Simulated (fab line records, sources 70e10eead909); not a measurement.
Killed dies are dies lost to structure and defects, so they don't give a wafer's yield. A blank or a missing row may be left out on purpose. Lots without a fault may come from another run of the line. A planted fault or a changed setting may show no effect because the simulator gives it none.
fab line records | flow nand_harc
record lots=24 wafers=72 last_day=34
route steps=1302 shown A_CONTACT@1056 A_BLC@1117
lots that met no fault: from a run of the same line without faults
start_h: hours from the record's first day to the start of the lot's first wafer shown | wait_h: hours since the lot's step before | " the same as in the row above | L1.1+2: a row that stands for several wafers | - no value, or no start given | * or withheld: withheld | < > ~ a bound
route shown NAME@n: a module of which the file shows steps, and the number in the route of the first | usual: mean/standard deviation of fault-free wafers | same: alike in all rows | chamber/n: place in a boat | sites: the reading at each site | _std_site: their standard deviation | _edge_site: outer sites' mean less inner sites' | radius_mm: how far each site lies from the wafer's centre | mask NAME#n: copy n | behind: the tool/chamber that last shaped the wafer | hold: why the lot was held/for how many hours/how that ended | device: the transistor (n, p or np) that didn't switch | end of line: the same wafers' tests at the end of the route | a step without rows: its recipe alone | killed: dies lost to structure and defects at the first sort, not the wafer's yield | map: a wafer's dies, x killed, . not, _ none there
set.NAME: the setting as run; set.NAME@STEP: as run at that earlier step | model.NAME: the simulator's own value behind a step, which no gauge read
steps of the route over a sample of lots; a table a step, a row a wafer
services: from which hour (start_h, from the record's first day; less than 0 if before it) a tool's chamber was out of use, for how many hours, and why
## steps
# step NHARC_A_CONTACT_ETCH_133
# recipe source_w=withheld pressure_mtorr=20 bias_v=400 time_s=374 target_depth_a=16100 ar_flow_sccm=withheld c4f8_flow_sccm=11.5 o2_flow_sccm=7.2 chemistry=C4F8/O2/Ar
# columns lot.wafer tool chamber start_h wait_h rf_hours_counter_h
L074.4 har_cap_etch-03 0 509.67 0.2 -
L074.6 " 0 " " -
L074.5 " 1 " " -
L075.2 har_cap_etch-02 1 514.73 0.2 90
L075.3 " 0 " " -
L075.5 " 1 " " -
L076.2 har_cap_etch-03 1 515.81 0.1 46
L076.4 " 0 " " -
L076.5 " 0 " " -
L079.2 har_cap_etch-02 0 540.13 0.1 95
L079.1 " 1 " " 95
L079.4 " 0 " " -
L077.2 har_cap_etch-01 1 540.95 0.1 7
L077.1 " 0 " " 7
L077.3 " 1 " " -
L078.1 har_cap_etch-03 1 547.12 0.1 51
L078.4 " 1 " " -
L078.3 " 0 " " -
L080.1 har_cap_etch-02 1 547.75 0.1 97
L080.3 " 1 " " -
L080.5 " 1 " " -
L081.1 har_cap_etch-01 1 573.16 0.3 12
L081.4 " 0 " " -
L081.3 " 1 " " -
L082.1 har_cap_etch-03 1 575.35 0.1 57
L082.3 " 0 " " -
L082.6 " 1 " " -
L083.1 har_cap_etch-01 0 590.05 0.1 15
L083.4 " 0 " " -
L083.6 " 1 " " -
L084.2 har_cap_etch-03 1 605.38 0.2 62
L084.6 " 0 " " -
L084.5 " 1 " " -
L085.2 har_cap_etch-02 1 605.50 0.2 107
L085.1 " 0 " " 107
L085.3 " 1 " " -
L086.4 har_cap_etch-03 1 627.35 0.2 -
L086.3 " 0 " " -
L086.6 " 0 " " -
L087.2 har_cap_etch-01 1 637.20 0.1 23
L087.5 " 1 " " -
L087.6 " 0 " " -
L089.2 har_cap_etch-03 0 645.68 0.1 68
L089.4 " 1 " " -
L089.5 " 0 " " -
L088.2 har_cap_etch-02 0 650.18 0.1 115
L088.4 " 1 " " -
L088.5 " 0 " " -
L090.3 har_cap_etch-01 0 669.97 0.2 -
L090.4 " 1 " " -
L090.6 " 1 " " -
L091.4 har_cap_etch-02 1 685.12 0.3 -
L091.3 " 0 " " -
L091.6 " 0 " " -
L093.2 har_cap_etch-01 0 687.60 0.2 30
L093.6 " 1 " " -
L093.5 " 0 " " -
L092.2 har_cap_etch-03 1 689.48 0.1 76
L092.4 " 1 " " -
L092.6 " 1 " " -
L094.2 har_cap_etch-02 1 703.90 0.2 125
L094.4 " 1 " " -
L094.6 " 1 " " -
L095.2 har_cap_etch-02 0 720.24 0.2 127
L095.4 " 1 " " -
L095.6 " 0 " " -
L097.2 har_cap_etch-03 0 735.58 0.1 84
L097.4 " 0 " " -
L097.6 " 1 " " -
L096.1 har_cap_etch-01 1 760.18 0.1 44
L096.2 " 0 " " 44
L096.3 " 0 " " -
# step NHARC_A_CONTACT_ETCH_30
# recipe target_depth_a=726 time_s=36.3 cf4_flow_sccm=100 chf3_flow_sccm=30 ar_flow_sccm=0 rf_w=500 bias_w=200 chemistry=CF4/CHF3
# usual drypump_motor_current_A=5.8/0.35 oes_product_au=0.935/0.02 rf_fwd_power_W=493.0/2 rf_vpp_V=370.8/2.4 showerhead_plenum_p_Torr=1.58/0.068 throttle_valve_pct=16.802/0.0089
# columns lot.wafer tool chamber start_h wait_h drypump_motor_current_A oes_product_au rf_fwd_power_W rf_hours_counter_h rf_vpp_V showerhead_plenum_p_Torr throttle_valve_pct
L074.4 rie_diel-08 2 - - 5.6 0.932 492.5 23 372.9 1.65 16.803
L074.6 " 1 " " 6.1 0.931 491.8 - 368.7 1.51 16.811
L074.5 " 2 " " 5.6 0.936 492.7 - 372.4 1.65 16.812
L075.2 rie_diel-08 0 - - 6.0 0.929 494.7 25 373.8 1.62 16.787
L075.3 " 3 " " 5.8 0.927 491.4 25 372.4 1.64 16.819
L075.5 " 1 " " 6.1 0.922 491.6 - 367.8 1.51 16.825
L076.4 rie_diel-01 2 - - 5.7 0.931 497.5 38 374.7 1.68 16.806
L076.2 " 3 " " 5.8 0.932 492.1 44 366.4 1.49 16.810
L076.5 " 1 " " 5.5 0.922 493.8 - 368.5 1.56 16.802
L077.2 rie_diel-09 0 - - 6.0 0.971 490.0 13 366.1 1.47 16.799
L077.3 " 1 " " 4.7 0.980 497.6 13 372.0 1.58 16.806
L077.1 " 2 " " 6.1 0.965 493.0 12 374.1 1.68 16.795
L079.2 rie_diel-01 1 - - 5.5 0.923 493.8 55 370.1 1.56 16.811
L079.1 " 2 " " 5.7 0.928 494.8 47 372.9 1.67 16.801
L079.4 " 3 " " 5.9 0.928 490.8 57 366.2 1.48 16.810
L078.3 rie_diel-01 2 - - 5.7 0.935 491.6 48 375.2 1.67 16.800
L078.4 " 0 " " 5.4 0.928 494.4 64 368.8 1.53 16.795
L078.1 " 1 " " 5.5 0.919 492.2 56 369.4 1.56 16.788
L080.3 rie_diel-01 0 - - 5.3 0.934 494.4 64 371.3 1.53 16.814
L080.1 " 1 " " 5.5 0.922 492.8 56 371.2 1.56 16.800
L080.5 " 1 " " 5.4 0.924 493.6 - 371.0 1.56 16.797
L081.3 rie_diel-09 1 - - 4.7 0.977 498.5 27 371.5 1.57 16.780
L081.4 " 2 " " 6.2 0.960 493.2 25 373.0 1.68 16.784
L081.1 " 0 " " 6.0 0.977 495.8 26 367.5 1.47 16.798
L082.1 rie_diel-08 3 - - 5.8 0.918 492.7 4 372.9 1.64 16.794
L082.3 " 0 " " 6.0 0.919 488.0 4 372.5 1.62 16.801
L082.6 " 2 " " 5.7 0.910 488.8 - 373.2 1.64 16.804
L083.4 rie_diel-08 1 - - 6.1 0.935 494.1 6 368.0 1.51 16.808
L083.1 " 0 " " 6.0 0.912 491.7 7 372.3 1.62 16.812
L083.6 " 2 " " 5.6 0.917 490.0 - 371.7 1.64 16.786
L084.2 rie_diel-08 1 - - 6.1 0.954 494.9 9 368.1 1.51 16.819
L084.5 " 3 " " 5.8 0.970 493.4 - 372.7 1.64 16.782
L084.6 " 0 " " 6.0 0.942 495.0 - 371.9 1.62 16.807
L085.2 rie_diel-08 0 - - 6.0 0.920 491.7 11 372.0 1.62 16.797
L085.1 " 2 " " 5.6 0.922 490.3 9 372.2 1.64 16.813
L085.3 " 3 " " 5.8 0.923 495.0 10 373.7 1.64 16.785
L086.3 rie_diel-08 3 - - 5.8 0.971 492.5 13 371.7 1.64 16.808
L086.4 " 0 " " 6.0 0.970 491.3 14 371.0 1.61 16.819
L086.6 " 2 " " 5.6 0.970 489.9 - 373.0 1.64 16.804
L087.2 rie_diel-09 2 - - 6.2 0.931 493.0 46 373.3 1.67 16.807
L087.6 " 0 " " 6.1 0.941 493.7 - 367.2 1.46 16.805
L087.5 " 1 " " 4.7 0.927 498.3 - 369.4 1.57 16.797
L089.4 rie_diel-01 3 - - 5.9 0.926 490.7 21 365.7 1.48 16.798
L089.2 " 1 " " 5.5 0.909 495.2 27 369.6 1.55 16.802
L089.5 " 3 " " 5.8 0.914 494.2 - 367.4 1.48 16.808
L088.2 rie_diel-01 3 - - 5.9 0.926 492.0 23 366.3 1.48 16.803
L088.4 " 2 " " 5.7 0.925 495.2 28 373.1 1.66 16.799
L088.5 " 0 " " 5.4 0.929 493.9 - 370.6 1.52 16.803
L090.3 rie_diel-08 0 - - 6.0 0.918 492.6 20 371.6 1.61 16.801
L090.4 " 1 " " 6.1 0.935 491.6 20 368.2 1.51 16.807
L090.6 " 1 " " 6.1 0.929 493.2 - 368.1 1.51 16.813
L091.4 rie_diel-01 2 - - 5.7 0.938 492.2 40 373.8 1.66 16.803
L091.3 " 1 " " 5.4 0.923 494.1 41 370.7 1.55 16.794
L091.6 " 3 " " 5.8 0.927 490.6 - 368.4 1.47 16.797
L093.2 rie_diel-08 3 - - 5.8 0.925 492.4 23 371.5 1.63 16.791
L093.6 " 2 " " 5.6 0.916 494.1 - 373.8 1.64 16.795
L093.5 " 3 " " 5.8 0.922 492.7 - 372.8 1.63 16.804
L092.2 rie_diel-08 1 - - 6.1 0.922 490.8 24 368.3 1.51 16.798
L092.6 " 3 " " 5.8 0.925 493.6 - 372.2 1.63 16.797
L092.4 " 1 " " 6.1 0.927 491.3 - 368.8 1.51 16.792
L094.2 rie_diel-08 2 - - 5.6 0.961 492.3 26 373.1 1.64 16.794
L094.4 " 3 " " 5.8 0.977 492.0 26 374.3 1.63 16.805
L094.6 " 0 " " 6.0 0.952 493.9 - 371.8 1.61 16.806
L095.4 rie_diel-01 3 - - 5.8 0.928 493.9 49 366.9 1.47 16.817
L095.2 " 0 " " 5.3 0.941 493.4 55 370.1 1.52 16.793
L095.6 " 2 " " 5.8 0.918 496.0 - 373.3 1.66 16.795
L097.2 rie_diel-08 0 - - 6.0 0.961 490.2 2 372.8 1.61 16.812
L097.4 " 1 " " 6.1 0.974 493.4 3 369.7 1.51 16.804
L097.6 " 2 " " 5.6 0.974 491.7 - 373.3 1.64 16.802
L096.2 rie_diel-09 2 - - 6.2 0.928 492.7 27 373.5 1.67 16.821
L096.1 " 3 " " 6.5 0.925 492.6 29 369.0 1.55 16.818
L096.3 " 0 " " 6.0 0.921 495.3 20 374.0 1.69 16.814
# step NHARC_A_BLC_CD_MEAS_10
# recipe target_cd_nm=100 landing_energy_ev=500
# usual cd_nm=100.0/0.54
# same landing_energy_ev=500
# columns lot.wafer tool chamber start_h wait_h cd_nm
L074.4 cd_sem-02 0 520.24 - 99.9
L074.5 " 0 " " 99.7
L074.6 " 0 " " 98.9
L075.2 cd_sem-03 0 525.28 - 99.6
L075.3 " 0 " " 100.5
L075.5 " 0 " " 99.7
L076.2 cd_sem-02 0 528.00 - 100.5
L076.4 " 0 " " 99.5
L076.5 " 0 " " 100.0
L077.1 cd_sem-01 0 554.09 - 100.2
L077.2 " 0 " " 100.2
L077.3 " 0 " " 100.3
L079.1 cd_sem-03 0 555.13 - 100.3
L079.2 " 0 " " 100.5
L079.4 " 0 " " 100.3
L078.1 cd_sem-02 0 558.93 - 99.5
L078.3 " 0 " " 100.1
L078.4 " 0 " " 99.4
L080.1 cd_sem-03 0 560.24 - 100.3
L080.3 " 0 " " 100.8
L080.5 " 0 " " 100.2
L081.1 cd_sem-03 0 584.32 - 100.1
L081.3 " 0 " " 100.1
L081.4 " 0 " " 100.6
L082.1 cd_sem-03 0 585.84 - 99.8
L082.3 " 0 " " 99.2
L082.6 " 0 " " 99.9
L083.1 cd_sem-03 0 601.70 - 99.8
L083.4 " 0 " " 99.2
L083.6 " 0 " " 98.6
L084.2 cd_sem-02 0 620.44 - 100.4
L084.5 " 0 " " 100.3
L084.6 " 0 " " 100.3
L085.1 cd_sem-01 0 621.16 - 99.7
L085.2 " 0 " " 99.5
L085.3 " 0 " " 100.1
L086.3 cd_sem-03 0 641.64 - 100.1
L086.4 " 0 " " 100.0
L086.6 " 0 " " 99.8
L087.2 cd_sem-03 0 647.74 - 100.0
L087.5 " 0 " " 100.2
L087.6 " 0 " " 100.1
L089.2 cd_sem-03 0 657.64 - 99.0
L089.4 " 0 " " 98.7
L089.5 " 0 " " 98.3
L088.2 cd_sem-02 0 661.06 - 100.0
L088.4 " 0 " " 100.4
L088.5 " 0 " " 99.2
L090.3 cd_sem-03 0 681.29 - 100.4
L090.4 " 0 " " 101.0
L090.6 " 0 " " 99.9
L091.3 cd_sem-03 0 697.00 - 100.0
L091.4 " 0 " " 100.2
L091.6 " 0 " " 99.9
L093.2 cd_sem-03 0 698.70 - 100.2
L093.5 " 0 " " 100.6
L093.6 " 0 " " 100.1
L092.2 cd_sem-03 0 700.74 - 100.0
L092.4 " 0 " " 100.2
L092.6 " 0 " " 100.6
L094.2 cd_sem-01 0 718.46 - 100.0
L094.4 " 0 " " 100.4
L094.6 " 0 " " 100.1
L095.2 cd_sem-02 0 732.86 - 99.7
L095.4 " 0 " " 99.7
L095.6 " 0 " " 100.2
L097.2 cd_sem-03 0 746.91 - 100.2
L097.4 " 0 " " 100.8
L097.6 " 0 " " 100.6
L096.1 cd_sem-02 0 771.29 - 99.6
L096.2 " 0 " " 99.3
L096.3 " 0 " " 99.6
# step NHARC_A_BLC_OVL_MEAS_11
# usual overlay_x_nm=0.1/0.99 overlay_y_nm=0.2/0.81
# columns lot.wafer tool chamber start_h wait_h overlay_x_nm overlay_y_nm
L074.4 overlay-02 - 520.32 - 0.5 -1.0
L074.5 " - " " 0.4 -1.0
L074.6 " - " " 1.0 -1.2
L075.2 overlay-01 - 525.36 - -1.2 -0.3
L075.3 " - " " -0.5 0.3
L075.5 " - " " -0.5 -0.6
L076.2 overlay-01 - 528.08 - 0.2 -0.6
L076.4 " - " " -0.2 -0.3
L076.5 " - " " -0.1 -0.3
L077.1 overlay-01 - 554.18 - 0.2 1.6
L077.2 " - " " 0.7 1.3
L077.3 " - " " 0.3 0.6
L079.1 overlay-02 - 555.22 - 0.4 -0.1
L079.2 " - " " -0.9 -0.3
L079.4 " - " " 0.2 0.2
L078.1 overlay-02 - 559.02 - 0.1 0.6
L078.3 " - " " 0.5 0.8
L078.4 " - " " 0.0 1.0
L080.1 overlay-02 - 560.33 - -0.7 0.8
L080.3 " - " " -0.4 1.3
L080.5 " - " " -0.1 1.4
L081.1 overlay-02 - 584.41 - -1.0 1.7
L081.3 " - " " -0.4 1.1
L081.4 " - " " -0.6 1.5
L082.1 overlay-02 - 585.93 - -0.5 -0.1
L082.3 " - " " -0.3 -0.4
L082.6 " - " " 0.0 -0.5
L083.1 overlay-02 - 601.79 - 0.6 0.9
L083.4 " - " " 0.5 0.1
L083.6 " - " " 0.8 0.4
L084.2 overlay-02 - 620.53 - 2.4 0.0
L084.5 " - " " 2.2 0.4
L084.6 " - " " 1.9 0.3
L085.1 overlay-01 - 621.25 - -1.7 0.8
L085.2 " - " " -1.8 1.2
L085.3 " - " " -1.8 1.0
L086.3 overlay-01 - 641.73 - -0.3 -1.8
L086.4 " - " " 0.2 -1.9
L086.6 " - " " 0.1 -1.4
L087.2 overlay-01 - 647.83 - 0.5 0.4
L087.5 " - " " 0.4 -0.1
L087.6 " - " " 1.1 0.1
L089.2 overlay-02 - 657.72 - -1.2 -0.5
L089.4 " - " " -0.7 -0.6
L089.5 " - " " -0.8 -0.7
L088.2 overlay-02 - 661.16 - -1.4 0.0
L088.4 " - " " -0.7 -0.5
L088.5 " - " " -0.7 -0.2
L090.3 overlay-01 - 681.38 - 1.2 0.4
L090.4 " - " " 1.5 0.3
L090.6 " - " " 1.5 0.4
L091.3 overlay-02 - 697.08 - 1.4 1.4
L091.4 " - " " 1.0 1.3
L091.6 " - " " 1.3 1.3
L093.2 overlay-01 - 698.79 - -0.7 0.8
L093.5 " - " " -0.4 0.9
L093.6 " - " " -0.2 1.2
L092.2 overlay-02 - 700.82 - -1.6 1.0
L092.4 " - " " -0.9 1.1
L092.6 " - " " -1.0 0.7
L094.2 overlay-01 - 718.55 - 0.2 0.3
L094.4 " - " " 0.0 0.4
L094.6 " - " " 0.1 -0.1
L095.2 overlay-01 - 732.94 - 1.0 -0.4
L095.4 " - " " 1.3 0.3
L095.6 " - " " 1.2 -0.5
L097.2 overlay-01 - 747.00 - 1.5 -0.2
L097.4 " - " " 1.7 -1.3
L097.6 " - " " 2.3 -0.1
L096.1 overlay-01 - 771.38 - 1.2 -0.2
L096.2 " - " " 1.0 -0.3
L096.3 " - " " 1.0 0.2
# step NHARC_A_BLC_ETCH_17
# recipe target_depth_a=3900 over_etch_frac=0.25 time_s=609.38 ion_energy_ev=200 n2_flow_sccm=150 h2_flow_sccm=150 ar_flow_sccm=0 rf_w=400 bias_w=150 chemistry=N2/H2
# usual drypump_motor_current_A=5.6/0.51 oes_product_au=1.001/0.0074 rf_fwd_power_W=399.5/1.2 rf_vpp_V=429.5/3 showerhead_plenum_p_Torr=2.00/0.11 throttle_valve_pct=14.170/0.0091
# columns lot.wafer tool chamber start_h wait_h drypump_motor_current_A oes_product_au rf_fwd_power_W rf_hours_counter_h rf_vpp_V showerhead_plenum_p_Torr throttle_valve_pct
L074.4 rie_diel-05 3 - - 5.8 1.003 398.8 11 430.3 2.02 14.180
L074.5 " 1 " " 5.2 1.009 397.8 - 426.5 1.88 14.171
L074.6 " 2 " " 5.7 1.008 399.1 - 431.5 2.06 14.166
L075.3 rie_diel-10 1 - - 5.2 1.009 399.6 5 432.3 2.11 14.174
L075.2 " 3 " " 6.3 0.990 397.9 5 426.4 1.89 14.167
L075.5 " 1 " " 5.2 1.000 400.5 - 431.3 2.11 14.164
L076.4 rie_diel-05 0 - - 4.9 1.004 397.4 11 434.4 2.17 14.170
L076.2 " 3 " " 5.8 0.996 398.0 12 429.9 2.02 14.158
L076.5 " 1 " " 5.2 1.004 398.1 - 425.7 1.88 14.168
L077.2 rie_diel-05 0 - - 4.9 0.999 400.5 12 434.7 2.17 14.163
L077.3 " 1 " " 5.2 1.004 400.2 14 426.6 1.88 14.162
L077.1 " 2 " " 5.7 1.010 399.3 14 432.3 2.06 14.163
L079.4 rie_diel-05 3 - - 5.8 1.002 400.8 14 431.3 2.01 14.172
L079.2 " 0 " " 4.9 1.002 399.3 13 433.8 2.17 14.170
L079.1 " 1 " " 5.2 1.002 397.6 14 426.7 1.88 14.163
L078.4 rie_diel-05 0 - - 5.0 1.006 400.9 13 433.5 2.17 14.169
L078.3 " 2 " " 5.7 1.019 400.7 15 431.9 2.06 14.165
L078.1 " 3 " " 5.7 0.996 398.8 15 428.6 2.01 14.171
L080.3 rie_diel-06 3 - - 5.6 0.998 398.8 23 427.5 1.90 14.195
L080.1 " 0 " " 5.2 1.003 402.0 16 428.5 1.91 14.154
L080.5 " 2 " " 6.2 1.005 398.6 - 432.2 2.14 14.162
L081.3 rie_diel-10 3 - - 6.3 0.980 399.1 8 426.3 1.89 14.159
L081.1 " 1 " " 5.1 0.987 400.2 8 432.9 2.11 14.180
L081.4 " 2 " " 5.7 0.992 400.6 - 427.0 1.90 14.165
L082.3 rie_diel-06 0 - - 5.2 0.999 400.7 25 424.5 1.91 14.170
L082.1 " 3 " " 5.7 1.010 398.3 31 427.0 1.90 14.165
L082.6 " 0 " " 5.2 0.990 401.1 - 428.3 1.91 14.176
L083.1 rie_diel-05 0 - - 4.9 0.996 399.2 0 433.9 2.17 14.181
L083.4 " 2 " " 5.7 1.000 402.1 - 430.9 2.06 14.181
L083.6 " 3 " " 5.8 0.991 400.4 - 430.5 2.01 14.182
L084.2 rie_diel-05 2 - - 5.7 1.006 399.5 2 430.5 2.06 14.161
L084.5 " 0 " " 4.9 0.991 397.8 - 433.6 2.17 14.185
L084.6 " 2 " " 5.7 1.005 400.2 - 431.9 2.06 14.173
L085.2 rie_diel-10 1 - - 5.1 1.012 399.6 1 431.4 2.11 14.169
L085.1 " 2 " " 5.7 0.996 397.8 1 427.2 1.89 14.166
L085.3 " 3 " " 6.3 1.006 400.7 1 426.1 1.89 14.170
L086.3 rie_diel-10 0 - - 6.6 1.004 396.9 2 427.7 1.93 14.165
L086.4 " 1 " " 5.2 1.005 401.6 2 431.5 2.11 14.158
L086.6 " 1 " " 5.2 1.000 401.0 - 432.2 2.11 14.163
L087.2 rie_diel-10 1 - - 5.2 0.997 398.2 3 433.3 2.11 14.172
L087.6 " 2 " " 5.7 0.994 399.7 - 427.6 1.89 14.176
L087.5 " 3 " " 6.3 1.005 401.9 - 427.1 1.89 14.180
L089.2 rie_diel-05 1 - - 5.2 0.995 401.7 3 425.1 1.87 14.175
L089.4 " 0 " " 4.9 1.000 400.0 4 433.3 2.17 14.162
L089.5 " 2 " " 5.7 1.005 396.1 - 431.6 2.06 14.157
L088.4 rie_diel-05 3 - - 5.8 1.004 401.0 5 429.2 2.01 14.179
L088.2 " 1 " " 5.2 0.990 400.5 4 425.8 1.87 14.161
L088.5 " 3 " " 5.8 0.994 399.0 - 429.4 2.01 14.189
L090.3 rie_diel-05 2 - - 5.7 1.007 400.5 7 430.7 2.06 14.169
L090.4 " 3 " " 5.8 0.993 399.6 7 430.1 2.01 14.151
L090.6 " 0 " " 5.0 1.006 400.5 - 434.0 2.17 14.176
L091.3 rie_diel-05 0 - - 5.0 0.991 401.5 8 434.4 2.17 14.163
L091.4 " 3 " " 5.7 0.990 400.4 8 428.7 2.01 14.171
L091.6 " 0 " " 5.0 0.995 402.2 - 435.1 2.17 14.157
L093.2 rie_diel-10 0 - - 6.6 1.008 401.0 5 427.8 1.93 14.170
L093.6 " 2 " " 5.8 0.990 398.1 - 427.0 1.89 14.167
L093.5 " 3 " " 6.3 0.992 399.4 - 425.4 1.89 14.168
L092.2 rie_diel-10 1 - - 5.2 0.999 399.6 6 432.1 2.11 14.165
L092.4 " 3 " " 6.3 0.996 400.8 5 426.7 1.89 14.171
L092.6 " 1 " " 5.2 1.005 399.6 - 433.0 2.11 14.168
L094.2 rie_diel-10 2 - - 5.8 0.995 400.8 7 427.1 1.89 14.177
L094.4 " 3 " " 6.3 0.998 399.1 7 426.2 1.89 14.158
L094.6 " 1 " " 5.2 1.003 399.0 - 433.1 2.11 14.172
L095.4 rie_diel-10 0 - - 6.6 1.010 400.3 8 427.3 1.93 14.153
L095.2 " 1 " " 5.2 1.002 399.7 9 432.0 2.11 14.171
L095.6 " 1 " " 5.1 1.000 398.7 - 431.8 2.11 14.175
L097.4 rie_diel-10 1 - - 5.2 1.015 400.8 9 431.7 2.11 14.192
L097.2 " 2 " " 5.8 1.001 399.6 9 427.1 1.89 14.176
L097.6 " 0 " " 6.6 1.003 397.2 - 427.4 1.93 14.160
L096.1 rie_diel-05 3 - - 5.8 0.997 399.4 0 429.4 2.01 14.167
L096.3 " 0 " " 4.9 0.990 399.9 0 432.8 2.16 14.193
L096.2 " 2 " " 5.7 0.999 401.2 0 430.9 2.05 14.163
# step NHARC_A_BLC_STRIP_29
# recipe cf4_flow_sccm=150 ar_flow_sccm=0 bias_w=0 chemistry=CF4
# usual drypump_motor_current_A=5.8/0.52 oes_product_au=1.000/0.0079 rf_vpp_V=59.3/0.89 showerhead_plenum_p_Torr=1.73/0.08 throttle_valve_pct=13.285/0.0091
# columns lot.wafer tool chamber start_h wait_h drypump_motor_current_A oes_product_au rf_hours_counter_h rf_vpp_V showerhead_plenum_p_Torr throttle_valve_pct
L074.4 rie_diel-10 3 521.49 0.1 6.3 0.979 5 59.8 1.65 13.292
L074.6 " 0 " " 6.6 0.990 - 58.9 1.68 13.283
L074.5 " 1 " " 5.2 0.993 - 59.6 1.83 13.287
L075.2 rie_diel-05 3 526.54 0.1 5.8 1.003 12 58.8 1.75 13.284
L075.3 " 0 " " 5.0 1.016 10 59.3 1.87 13.279
L075.5 " 2 " " 5.7 1.012 - 60.2 1.79 13.278
L076.2 rie_diel-05 0 529.24 0.1 4.9 0.998 11 58.6 1.87 13.285
L076.4 " 1 " " 5.2 0.995 12 58.7 1.64 13.284
L076.5 " 3 " " 5.8 1.005 - 59.4 1.75 13.289
L077.2 rie_diel-06 1 555.32 0.1 6.3 1.001 23 60.1 1.68 13.284
L077.3 " 3 " " 5.6 1.000 22 59.9 1.66 13.294
L077.1 " 0 " " 5.2 1.001 15 60.0 1.67 13.283
L079.4 rie_diel-06 0 556.36 0.1 5.2 0.997 15 59.4 1.67 13.293
L079.1 " 2 " " 6.1 0.995 24 59.5 1.85 13.292
L079.2 " 3 " " 5.6 1.002 22 60.0 1.66 13.301
L078.1 rie_diel-10 3 560.16 0.1 6.3 0.987 7 59.8 1.65 13.288
L078.3 " 0 " " 6.6 1.005 6 58.9 1.68 13.283
L078.4 " 1 " " 5.2 1.001 7 59.2 1.82 13.281
L080.3 rie_diel-10 2 561.47 0.1 5.8 0.991 6 58.3 1.66 13.268
L080.1 " 0 " " 6.6 0.997 6 58.3 1.68 13.308
L080.5 " 3 " " 6.3 0.977 - 58.4 1.65 13.281
L081.3 rie_diel-06 2 585.74 0.1 6.1 1.000 33 60.5 1.85 13.275
L081.4 " 0 " " 5.3 0.994 24 59.3 1.66 13.256
L081.1 " 1 " " 6.3 1.010 32 58.6 1.68 13.279
L082.1 rie_diel-10 3 587.08 0.1 6.3 0.984 9 59.5 1.65 13.290
L082.3 " 0 " " 6.6 1.002 8 58.9 1.68 13.281
L082.6 " 3 " " 6.3 0.993 - 58.8 1.65 13.294
L083.1 rie_diel-05 0 603.14 0.1 4.9 1.003 1 61.8 1.87 13.293
L083.6 " 3 " " 5.8 0.999 - 59.5 1.75 13.287
L083.4 " 0 " " 4.9 0.996 - 60.6 1.87 13.286
L084.2 rie_diel-05 2 621.86 0.1 5.7 1.002 2 60.7 1.78 13.267
L084.6 " 0 " " 5.0 0.988 - 58.3 1.87 13.278
L084.5 " 2 " " 5.7 0.995 - 59.7 1.78 13.292
L085.2 rie_diel-10 0 622.39 0.1 6.6 1.004 1 59.6 1.68 13.270
L085.3 " 1 " " 5.2 1.004 1 59.1 1.82 13.287
L085.1 " 3 " " 6.3 0.985 1 59.4 1.65 13.290
L086.4 rie_diel-10 0 642.87 0.1 6.6 1.005 2 59.4 1.68 13.275
L086.3 " 2 " " 5.7 1.002 2 58.4 1.66 13.284
L086.6 " 0 " " 6.6 0.998 - 60.2 1.68 13.292
L087.2 rie_diel-06 2 648.97 0.1 6.2 1.000 56 59.7 1.84 13.279
L087.6 " 1 " " 6.3 0.999 - 58.3 1.67 13.298
L087.5 " 2 " " 6.2 0.997 - 59.5 1.84 13.303
L089.4 rie_diel-10 2 658.87 0.1 5.7 0.993 3 58.5 1.65 13.278
L089.2 " 0 " " 6.6 1.001 3 59.0 1.68 13.286
L089.5 " 2 " " 5.7 0.998 - 60.4 1.65 13.279
L088.4 rie_diel-10 1 662.32 0.1 5.2 1.008 3 59.6 1.82 13.287
L088.2 " 2 " " 5.7 0.993 3 58.3 1.65 13.291
L088.5 " 1 " " 5.2 1.000 - 57.9 1.82 13.279
L090.3 rie_diel-10 0 682.51 0.1 6.6 1.005 4 58.0 1.68 13.289
L090.4 " 1 " " 5.2 0.998 5 59.0 1.82 13.296
L090.6 " 1 " " 5.2 1.004 - 60.4 1.82 13.302
L091.3 rie_diel-05 2 698.22 0.1 5.7 1.002 9 59.0 1.78 13.283
L091.4 " 3 " " 5.8 0.994 9 60.4 1.75 13.281
L091.6 " 3 " " 5.8 1.004 - 61.2 1.74 13.289
L093.2 rie_diel-05 3 699.93 0.1 5.8 0.999 9 59.7 1.75 13.286
L093.6 " 3 " " 5.8 0.998 - 59.0 1.75 13.287
L093.5 " 0 " " 4.9 1.014 - 59.4 1.87 13.299
L092.4 rie_diel-10 2 701.99 0.1 5.7 1.005 6 57.3 1.65 13.288
L092.2 " 3 " " 6.3 1.003 6 58.2 1.65 13.271
L092.6 " 1 " " 5.2 1.007 - 61.6 1.82 13.278
L094.4 rie_diel-05 3 719.69 0.1 5.7 0.997 10 58.0 1.75 13.276
L094.2 " 1 " " 5.2 1.000 10 58.0 1.64 13.300
L094.6 " 0 " " 5.0 0.991 - 59.6 1.87 13.275
L095.4 rie_diel-06 0 734.09 0.1 5.2 0.999 20 58.8 1.65 13.281
L095.2 " 1 " " 6.3 1.015 20 58.7 1.67 13.288
L095.6 " 3 " " 5.7 1.010 - 59.5 1.65 13.275
L097.2 rie_diel-05 0 748.16 0.1 5.0 0.988 13 60.8 1.87 13.286
L097.4 " 2 " " 5.7 1.008 - 60.2 1.78 13.266
L097.6 " 0 " " 4.9 0.999 - 60.7 1.87 13.298
L096.1 rie_diel-10 2 772.78 0.1 5.8 1.002 11 59.5 1.65 13.268
L096.2 " 0 " " 6.6 1.014 11 58.7 1.68 13.287
L096.3 " 1 " " 5.1 1.017 11 60.0 1.82 13.290
## services
# columns tool chamber start_h hours kind
rie_diel-10 0 490.68 5.7 repair
rie_diel-08 - 546.12 9.0 pm
rie_diel-10 - 549.77 1.2 repair
rie_diel-01 - 561.14 9.0 pm
rie_diel-05 3 570.15 7.1 repair
rie_diel-10 0 582.78 3.4 repair
rie_diel-05 - 583.72 9.0 pm
har_cap_etch-03 - 583.84 0.6 repair
rie_diel-05 1 594.87 15.2 repair
rie_diel-10 - 596.60 9.0 pm
rie_diel-01 3 618.65 3.9 repair
rie_diel-05 1 618.83 5.0 repair
rie_diel-08 2 650.03 5.1 repair
rie_diel-10 2 673.17 2.6 repair
rie_diel-01 - 682.16 0.1 repair
rie_diel-08 0 693.17 7.0 repair
rie_diel-08 - 723.12 9.0 pm
rie_diel-05 - 727.60 0.9 repair
har_cap_etch-03 - 728.64 0.8 repair
rie_diel-05 1 733.49 14.7 repair
rie_diel-10 3 754.32 19.9 repair
rie_diel-08 0 757.23 3.3 repair
rie_diel-05 - 760.72 9.0 pm
rie_diel-05 1 770.81 4.6 repair
## key
fault none
